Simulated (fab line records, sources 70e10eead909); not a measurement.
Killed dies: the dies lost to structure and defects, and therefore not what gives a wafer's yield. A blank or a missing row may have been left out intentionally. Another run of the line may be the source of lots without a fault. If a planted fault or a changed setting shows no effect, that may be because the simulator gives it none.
Chamber matching :: flow nand-harc :: NHARC_P_M0_DEP_32 on pecvd-04 has 3 sister chambers
The step deposits SiCN, target thk 30 nm. 3 wafers are shown with their chamber, then 8 later ones without.

## WAFERS, EACH WITH ITS CHAMBER
wafer: L074.3
chamber: 1
heater-power-w (W): 513

wafer: L082.4
chamber: 2
heater-power-w (W): 547

wafer: L087.1
chamber: 0
heater-power-w (W): 510

## WAFERS WHOSE CHAMBER IS MISSING
wafer: L087.3
heater-power-w (W): 479

wafer: L087.5
heater-power-w (W): 513

wafer: L088.3
heater-power-w (W): 497

wafer: L088.4
heater-power-w (W): 490

wafer: L088.6
heater-power-w (W): 502

wafer: L091.2
heater-power-w (W): 410

wafer: L091.3
heater-power-w (W): 490

wafer: L091.6
heater-power-w (W): 672

## CHAMBER TAKEN BY EACH
wafer: L087.3
from the rows above: can't be placed: 0 or 1 or 2
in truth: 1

wafer: L087.5
from the rows above: can't be placed: 1 or 0 or 2
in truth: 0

wafer: L088.3
from the rows above: can't be placed: 0 or 1 or 2
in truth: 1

wafer: L088.4
from the rows above: can't be placed: 0 or 1 or 2
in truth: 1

wafer: L088.6
from the rows above: can't be placed: 0 or 1 or 2
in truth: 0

wafer: L091.2
from the rows above: can't be placed: 0 or 1 or 2
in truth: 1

wafer: L091.3
from the rows above: can't be placed: 0 or 1 or 2
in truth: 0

wafer: L091.6
from the rows above: can't be placed: 2 or 1 or 0
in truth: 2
Placed correctly: 0 of 8. Can't be placed from these rows: 8 (the true chamber is among the candidates in 8). Placed wrongly: 0.
How it was worked out, from the rows above alone: a wafer's distance from a chamber is the root of the sum, over the readings, of the square of ((its reading less the chamber's mean) divided by the reading's scatter). The wafer belongs to the nearest chamber; if the next one is less than 2 further off, it can't be placed. The mean given for a chamber averages the wafers shown for that chamber. The scatter: with one shown wafer a chamber, the root of the mean of the squares of how far each hidden wafer lies from its nearest shown one.
